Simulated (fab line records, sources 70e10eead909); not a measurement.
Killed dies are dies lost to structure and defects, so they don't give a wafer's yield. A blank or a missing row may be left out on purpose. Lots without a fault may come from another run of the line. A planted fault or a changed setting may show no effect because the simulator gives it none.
fab line records | flow nand_harc | part 1 of 2: steps 1 to 4 of 6
record lots=23 wafers=69 last_day=24
route steps=1159 shown A_CONTACT@916 A_BLC@980
lots that met no fault: from a run of the same line without faults
start_h: hours from the record's first day to the start of the lot's first wafer shown | wait_h: hours since the lot's step before | " the same as in the row above | L1.1+2: a row that stands for several wafers | - no value, or no start given | * or withheld: withheld | < > ~ a bound
route shown NAME@n: a module of which the file shows steps, and the number in the route of the first | usual: mean/standard deviation of fault-free wafers | same: alike in all rows | chamber/n: place in a boat | sites: the reading at each site | _std_site: their standard deviation | _edge_site: outer sites' mean less inner sites' | radius_mm: how far each site lies from the wafer's centre | mask NAME#n: copy n | behind: the tool/chamber that last shaped the wafer | hold: why the lot was held/for how many hours/how that ended | device: the transistor (n, p or np) that didn't switch | end of line: the same wafers' tests at the end of the route | a step without rows: its recipe alone | killed: dies lost to structure and defects at the first sort, not the wafer's yield | map: a wafer's dies, x killed, . not, _ none there
set.NAME: the setting as run; set.NAME@STEP: as run at that earlier step | model.NAME: the simulator's own value behind a step, which no gauge read
steps of the route over a sample of lots; a table a step, a row a wafer
services: from which hour (start_h, from the record's first day; less than 0 if before it) a tool's chamber was out of use, for how many hours, and why
## steps
# step NHARC_A_CONTACT_CD_MEAS_80
# usual cd_nm=189.7/0.87
# columns lot.wafer tool chamber start_h wait_h cd_nm
L074.1 cd_sem-03 - 368.51 - 189.2
L074.5 " - " " 188.9
L074.6 " - " " 188.7
L075.1 cd_sem-01 - 391.61 - 188.3
L075.3 " - " " 188.2
L075.6 " - " " 188.6
L077.1 cd_sem-01 - 395.40 - 189.9
L077.4 " - " " 191.3
L077.6 " - " " 191.5
L078.1 cd_sem-01 - 399.39 - 190.3
L078.5 " - " " 189.5
L078.6 " - " " 190.6
L079.1 cd_sem-03 - 402.06 - 189.7
L079.2 " - " " 190.2
L079.6 " - " " 191.0
L082.1 cd_sem-02 - 421.55 - 188.4
L082.4 " - " " 187.2
L082.6 " - " " 187.5
L084.2 cd_sem-03 - 431.19 - 190.5
L084.4 " - " " 190.0
L084.6 " - " " 190.7
L081.2 cd_sem-03 - 433.25 - 188.9
L081.3 " - " " 189.8
L081.6 " - " " 190.3
L083.1 cd_sem-03 - 433.50 - 190.0
L083.2 " - " " 190.0
L083.6 " - " " 190.0
L080.1 cd_sem-03 - 436.81 - 191.0
L080.3 " - " " 189.7
L080.5 " - " " 189.9
L086.1 cd_sem-02 - 457.72 - 191.8
L086.2 " - " " 190.5
L086.5 " - " " 190.6
L087.1 cd_sem-03 - 457.78 - 189.2
L087.4 " - " " 189.9
L087.6 " - " " 190.1
L089.1 cd_sem-03 - 466.26 - 189.2
L089.4 " - " " 190.5
L089.6 " - " " 190.2
L085.1 cd_sem-01 - 468.42 - 189.7
L085.2 " - " " 190.1
L085.3 " - " " 189.0
L088.2 cd_sem-03 - 470.73 - 188.5
L088.3 " - " " 189.3
L088.6 " - " " 189.3
L091.4 cd_sem-03 - 475.26 - 189.5
L091.5 " - " " 189.3
L091.6 " - " " 188.6
L090.1 cd_sem-03 - 478.86 - 190.0
L090.3 " - " " 188.9
L090.6 " - " " 189.2
L092.3 cd_sem-01 - 485.69 - 190.3
L092.4 " - " " 189.1
L092.6 " - " " 189.9
L093.2 cd_sem-02 - 487.68 - 189.2
L093.3 " - " " 189.0
L093.4 " - " " 189.1
L094.1 cd_sem-02 - 500.73 - 189.1
L094.2 " - " " 190.0
L094.5 " - " " 189.7
L095.1 cd_sem-02 - 501.52 - 189.6
L095.3 " - " " 190.0
L095.6 " - " " 190.9
L096.1 cd_sem-01 - 515.09 - 190.0
L096.2 " - " " 189.4
L096.6 " - " " 190.0
L097.3 cd_sem-01 - 519.92 - 189.9
L097.4 " - " " 190.2
L097.6 " - " " 189.7
# step NHARC_A_CONTACT_ETCH_30
# recipe target_depth_a=605 time_s=30.2 cf4_flow_sccm=100 chf3_flow_sccm=30 ar_flow_sccm=0 rf_w=500 bias_w=200 chemistry=CF4/CHF3
# usual cf4_flow_sccm=99.99/0.28 drypump_motor_current_A=5.6/0.47 oes_product_au=0.947/0.025 rf_vpp_V=371.2/1.7 showerhead_plenum_p_Torr=1.59/0.045 throttle_valve_pct=16.805/0.0087
# columns lot.wafer tool chamber start_h wait_h cf4_flow_sccm drypump_motor_current_A oes_product_au rf_hours_counter_h rf_vpp_V showerhead_plenum_p_Torr throttle_valve_pct
L074.1 rie_diel-04 1 - - 100.48 5.0 0.908 11 368.6 1.56 16.817
L074.5 " 3 " " 100.34 5.4 0.940 - 372.3 1.65 16.812
L074.6 " 0 " " 100.05 5.9 0.943 - 369.7 1.55 16.798
L075.3 rie_diel-07 2 - - 100.04 6.6 0.930 55 369.4 1.54 16.806
L075.1 " 0 " " 100.13 5.1 0.932 60 374.3 1.68 16.816
L075.6 " 2 " " 100.39 6.6 0.933 - 368.4 1.54 16.818
L077.1 rie_diel-04 0 - - 100.26 6.0 0.940 15 369.0 1.55 16.789
L077.4 " 2 " " 100.06 5.8 0.941 16 373.3 1.61 16.816
L077.6 " 3 " " 100.03 5.4 0.936 - 372.1 1.65 16.793
L078.1 rie_diel-04 0 - - 100.25 6.0 0.979 16 370.8 1.55 16.794
L078.5 " 2 " " 100.39 5.8 0.986 - 372.8 1.61 16.804
L078.6 " 3 " " 99.98 5.4 0.972 - 374.2 1.65 16.821
L079.2 rie_diel-04 0 - - 100.01 6.0 0.932 17 369.7 1.55 16.790
L079.1 " 1 " " 99.82 5.0 0.896 17 371.1 1.56 16.798
L079.6 " 3 " " 100.01 5.5 0.937 - 371.7 1.65 16.813
L082.1 rie_diel-04 2 - - 100.13 5.8 0.940 21 370.2 1.61 16.815
L082.4 " 1 " " 100.00 5.1 0.933 22 370.6 1.56 16.799
L082.6 " 2 " " 99.76 5.8 0.952 - 371.8 1.61 16.811
L084.2 rie_diel-04 3 - - 99.66 5.4 0.983 23 373.2 1.65 16.796
L084.4 " 2 " " 99.88 5.8 0.979 22 371.6 1.61 16.816
L084.6 " 3 " " 99.60 5.4 0.979 - 373.8 1.65 16.798
L081.2 rie_diel-05 1 - - 99.94 5.3 0.910 29 373.4 1.67 16.799
L081.3 " 2 " " 100.15 6.3 0.922 30 372.4 1.60 16.816
L081.6 " 3 " " 99.79 6.3 0.931 - 369.2 1.53 16.821
L083.1 rie_diel-07 1 - - 100.38 4.9 0.963 7 371.5 1.59 16.809
L083.2 " 2 " " 99.78 6.6 0.949 7 368.6 1.54 16.802
L083.6 " 3 " " 100.18 5.1 0.949 - 371.1 1.58 16.799
L080.1 rie_diel-04 0 - - 100.27 5.9 0.991 23 370.9 1.55 16.812
L080.3 " 1 " " 99.91 5.1 0.937 24 370.7 1.56 16.816
L080.5 " 0 " " 100.01 5.9 0.990 - 368.9 1.55 16.815
L086.2 rie_diel-04 0 - - 99.56 6.0 0.968 25 370.2 1.55 16.810
L086.1 " 3 " " 100.57 5.5 0.964 29 372.4 1.64 16.808
L086.5 " 1 " " 99.94 5.0 0.930 - 370.0 1.56 16.801
L087.4 rie_diel-04 2 - - 99.60 5.8 0.930 28 372.9 1.61 16.803
L087.1 " 0 " " 100.12 5.9 0.963 26 370.2 1.55 16.796
L087.6 " 1 " " 100.10 5.0 0.901 - 370.8 1.56 16.795
L089.1 rie_diel-07 1 - - 99.70 4.9 0.914 23 371.0 1.59 16.791
L089.4 " 2 " " 100.05 6.6 0.914 22 369.1 1.54 16.814
L089.6 " 1 " " 99.72 4.9 0.914 - 370.0 1.59 16.796
L088.2 rie_diel-04 3 - - 100.30 5.4 0.961 0 371.3 1.64 16.811
L088.3 " 0 " " 99.37 5.9 0.985 0 370.7 1.55 16.806
L088.6 " 3 " " 100.29 5.4 0.961 - 372.7 1.64 16.810
L085.3 rie_diel-05 0 - - 100.02 6.3 0.906 51 369.2 1.53 16.815
L085.2 " 1 " " 99.87 5.2 0.918 47 375.6 1.67 16.807
L085.1 " 2 " " 100.24 6.3 0.925 48 371.2 1.59 16.805
L091.4 rie_diel-04 0 - - 99.89 6.0 0.986 1 370.2 1.55 16.807
L091.5 " 2 " " 100.27 5.8 0.986 - 371.8 1.61 16.806
L091.6 " 3 " " 99.74 5.4 0.958 - 373.0 1.64 16.813
L090.3 rie_diel-04 1 - - 99.75 5.1 0.969 2 370.2 1.56 16.810
L090.1 " 2 " " 100.42 5.8 0.986 2 371.0 1.61 16.801
L090.6 " 0 " " 99.73 6.0 0.978 - 370.2 1.55 16.797
L092.4 rie_diel-04 2 - - 100.36 5.8 0.943 3 371.4 1.61 16.810
L092.3 " 0 " " 100.38 6.0 0.929 4 369.0 1.55 16.807
L092.6 " 2 " " 100.21 5.8 0.932 - 371.2 1.61 16.796
L093.4 rie_diel-05 2 - - 99.70 6.3 0.968 53 371.3 1.59 16.787
L093.2 " 3 " " 99.95 6.3 0.989 55 368.2 1.52 16.806
L093.3 " 0 " " 100.06 6.3 0.977 57 369.2 1.53 16.800
L094.2 rie_diel-04 3 - - 99.88 5.4 0.963 5 372.6 1.64 16.804
L094.1 " 1 " " 100.30 5.1 0.953 5 369.9 1.56 16.808
L094.5 " 0 " " 100.17 5.9 0.968 - 370.5 1.55 16.807
L095.3 rie_diel-07 1 - - 100.03 4.9 0.923 35 371.7 1.58 16.806
L095.1 " 2 " " 100.19 6.6 0.913 33 369.4 1.54 16.796
L095.6 " 3 " " 99.71 5.1 0.925 - 370.4 1.57 16.790
L096.2 rie_diel-04 3 - - 100.06 5.4 0.930 8 372.2 1.64 16.794
L096.1 " 0 " " 100.45 5.9 0.935 7 369.7 1.55 16.822
L096.6 " 1 " " 100.29 5.0 0.919 - 369.9 1.56 16.807
L097.4 rie_diel-04 1 - - 100.03 5.1 0.923 8 369.8 1.56 16.806
L097.3 " 0 " " 100.26 5.9 0.930 9 368.4 1.55 16.814
L097.6 " 1 " " 100.12 5.1 0.934 - 370.3 1.56 16.806
# step NHARC_A_CONTACT_CVD_19
# recipe target_thk_a=3000 temp_c=300 pressure_torr=40 wf6_flow_sccm=40 h2_flow_sccm=1600 ar_flow_sccm=1560 time_s=802 material=W
# usual chamber_pressure_Torr=40.01/0.069 heater_power_w=534/79 mfc_wf6_sccm=40.00/0.13 throttle_valve_pct=7.93/0.21
# columns lot.wafer tool chamber start_h wait_h chamber_pressure_Torr heater_power_w mfc_wf6_sccm since_wet_clean_h throttle_valve_pct
L074.1 cvd_w-02 0 - - 39.97 499 40.09 165 8.36
L074.6 " 1 " " 39.94 467 40.10 - 8.01
L074.5 " 0 " " 40.10 520 39.92 - 8.35
L075.1 cvd_w-02 0 - - 40.03 502 40.13 4 8.19
L075.3 " 0 " " 39.96 502 40.19 - 8.29
L075.6 " 0 " " 40.02 503 40.01 - 8.40
L077.1 cvd_w-02 1 - - 40.05 452 39.84 6 7.57
L077.4 " 0 " " 39.91 498 39.75 - 7.97
L077.6 " 0 " " 40.03 498 39.87 - 8.34
L078.1 cvd_w-01 1 - - 40.04 648 39.87 96 7.99
L078.6 " 1 " " 40.07 639 40.07 - 7.81
L078.5 " 0 " " 40.01 484 39.98 - 8.09
L079.2 cvd_w-01 1 - - 40.11 640 39.91 98 7.63
L079.1 " 0 " " 40.00 497 39.93 98 7.86
L079.6 " 1 " " 39.98 659 39.98 - 8.26
L082.1 cvd_w-01 0 - - 40.09 496 40.10 118 7.82
L082.4 " 0 " " 40.09 491 40.02 - 7.87
L082.6 " 0 " " 40.00 496 39.87 - 7.81
L084.2 cvd_w-01 0 - - 39.82 468 40.10 130 7.58
L084.4 " 1 " " 39.94 651 40.05 - 7.94
L084.6 " 0 " " 39.99 502 39.94 - 7.86
L081.2 cvd_w-01 0 - - 40.04 492 39.90 131 8.12
L081.3 " 1 " " 40.08 655 40.03 - 8.12
L081.6 " 0 " " 40.06 481 40.08 - 7.94
L083.1 cvd_w-02 0 - - 40.02 503 40.01 48 8.10
L083.2 " 1 " " 40.02 447 40.12 48 8.01
L083.6 " 1 " " 40.09 438 39.95 - 7.98
L080.1 cvd_w-01 0 - - 39.97 474 39.93 139 7.75
L080.3 " 0 " " 39.94 489 40.05 - 7.90
L080.5 " 1 " " 40.02 651 40.11 - 7.83
L086.2 cvd_w-02 0 - - 40.07 491 40.07 69 8.29
L086.1 " 1 " " 40.01 439 39.99 70 7.94
L086.5 " 0 " " 39.86 520 40.09 - 8.40
L087.1 cvd_w-01 1 - - 39.96 643 39.88 155 8.05
L087.4 " 1 " " 40.01 655 39.91 - 8.27
L087.6 " 1 " " 40.05 654 40.19 - 8.09
L089.1 cvd_w-02 1 - - 40.03 445 40.19 78 7.89
L089.4 " 0 " " 40.09 511 40.28 - 8.12
L089.6 " 0 " " 40.11 506 39.98 - 8.19
L088.2 cvd_w-02 1 - - 39.98 446 40.21 86 7.82
L088.3 " 0 " " 39.98 526 40.08 - 8.07
L088.6 " 0 " " 40.06 495 40.06 - 7.99
L085.2 cvd_w-02 1 - - 39.98 440 40.10 87 8.21
L085.1 " 0 " " 39.95 514 40.10 87 8.33
L085.3 " 1 " " 39.98 441 39.80 - 7.92
L091.4 cvd_w-02 1 - - 40.11 443 40.25 - 7.80
L091.5 " 1 " " 40.06 448 40.09 - 8.01
L091.6 " 0 " " 40.01 491 39.67 - 7.92
L090.1 cvd_w-01 1 - - 40.15 637 39.97 0 7.87
L090.3 " 1 " " 40.13 649 39.83 - 7.92
L090.6 " 1 " " 40.01 634 39.90 - 7.53
L092.3 cvd_w-01 1 - - 39.92 652 39.97 - 7.67
L092.4 " 0 " " 39.99 503 39.99 - 7.69
L092.6 " 0 " " 39.93 484 39.89 - 7.90
L093.2 cvd_w-01 1 - - 39.90 646 40.18 8 8.01
L093.4 " 1 " " 39.97 634 40.25 - 7.84
L093.3 " 0 " " 40.04 480 39.84 - 7.59
L094.1 cvd_w-01 0 - - 39.91 498 40.14 18 7.69
L094.2 " 1 " " 39.95 639 39.86 18 7.87
L094.5 " 1 " " 39.93 663 39.88 - 7.81
L095.1 cvd_w-01 1 - - 40.00 652 39.99 19 7.65
L095.3 " 1 " " 40.00 659 40.08 - 7.92
L095.6 " 0 " " 40.01 471 39.91 - 7.68
L096.1 cvd_w-01 1 - - 40.03 630 40.07 27 7.95
L096.2 " 0 " " 40.05 489 40.09 27 7.74
L096.6 " 1 " " 40.02 651 40.13 - 8.04
L097.4 cvd_w-01 0 - - 40.10 487 39.78 - 7.54
L097.3 " 1 " " 40.12 638 39.99 - 7.89
L097.6 " 1 " " 40.09 642 39.96 - 8.07
# step NHARC_A_BLC_ETCH_18
# recipe target_depth_a=9100 c4f8_flow_sccm=20 o2_flow_sccm=10 ar_flow_sccm=withheld rf_w=600 bias_w=1500 chemistry=C4F8/O2/Ar
# usual oes_product_au=0.951/0.023 rf_vpp_V=978/5.9
# columns lot.wafer tool chamber start_h wait_h oes_product_au rf_hours_counter_h rf_vpp_V
L074.1 rie_diel-01 3 - - 0.936 4 971
L074.5 " 2 " " 0.952 - 982
L074.6 " 3 " " 0.938 - 972
L075.3 rie_diel-11 2 - - 0.946 4 981
L075.1 " 0 " " 0.954 2 983
L075.6 " 3 " " 0.970 - 984
L077.4 rie_diel-11 2 - - 0.944 4 983
L077.1 " 0 " " 0.968 2 982
L077.6 " 2 " " 0.938 - 984
L078.1 rie_diel-11 1 - - 0.965 4 974
L078.5 " 3 " " 0.993 - 983
L078.6 " 0 " " 0.954 - 982
L079.2 rie_diel-11 2 - - 0.967 5 982
L079.1 " 0 " " 0.949 3 983
L079.6 " 2 " " 0.962 - 983
L082.4 rie_diel-01 3 - - 0.946 11 973
L082.1 " 2 " " 0.976 12 983
L082.6 " 3 " " 0.957 - 972
L084.4 rie_diel-01 2 - - 0.967 13 983
L084.2 " 3 " " 0.942 12 972
L084.6 " 0 " " 0.976 - 969
L081.3 rie_diel-01 1 - - 0.917 15 976
L081.2 " 3 " " 0.904 13 971
L081.6 " 1 " " 0.911 - 975
L083.2 rie_diel-11 0 - - 0.954 6 983
L083.1 " 1 " " 0.966 7 974
L083.6 " 1 " " 0.964 - 976
L080.3 rie_diel-01 1 - - 0.905 15 975
L080.1 " 3 " " 0.911 13 971
L080.5 " 2 " " 0.928 - 983
L086.2 rie_diel-11 2 - - 0.921 9 984
L086.1 " 3 " " 0.930 9 984
L086.5 " 3 " " 0.937 - 983
L087.4 rie_diel-13 2 - - 0.955 3 986
L087.1 " 3 " " 0.946 4 975
L087.6 " 0 " " 0.938 - 986
L089.4 rie_diel-11 3 - - 0.969 10 982
L089.1 " 0 " " 0.948 8 981
L089.6 " 1 " " 0.965 - 974
L088.3 rie_diel-13 2 - - 0.970 9 988
L088.2 " 3 " " 0.965 10 975
L088.6 " 1 " " 0.971 - 968
L085.1 rie_diel-01 3 - - 0.947 16 972
L085.2 " 0 " " 0.972 17 968
L085.3 " 2 " " 0.963 16 984
L091.4 rie_diel-01 3 - - 0.909 16 970
L091.6 " 2 " " 0.936 - 980
L091.5 " 3 " " 0.910 - 973
L090.3 rie_diel-11 0 - - 0.920 10 984
L090.1 " 3 " " 0.932 11 984
L090.6 " 0 " " 0.926 - 984
L092.3 rie_diel-11 3 - - 0.963 12 983
L092.4 " 0 " " 0.965 10 982
L092.6 " 2 " " 0.968 - 982
L093.3 rie_diel-13 0 - - 0.931 15 987
L093.2 " 2 " " 0.932 17 987
L093.4 " 3 " " 0.927 17 975
L094.1 rie_diel-11 0 - - 0.947 11 982
L094.2 " 3 " " 0.978 13 984
L094.5 " 0 " " 0.950 - 983
L095.1 rie_diel-01 0 - - 1.008 2 969
L095.3 " 2 " " 0.970 2 984
L095.6 " 1 " " 0.956 - 975
L096.2 rie_diel-11 0 - - 0.915 12 982
L096.1 " 1 " " 0.929 14 974
L096.6 " 0 " " 0.922 - 983
L097.4 rie_diel-01 3 - - 0.982 4 972
L097.3 " 1 " " 0.948 4 976
L097.6 " 3 " " 0.978 - 971
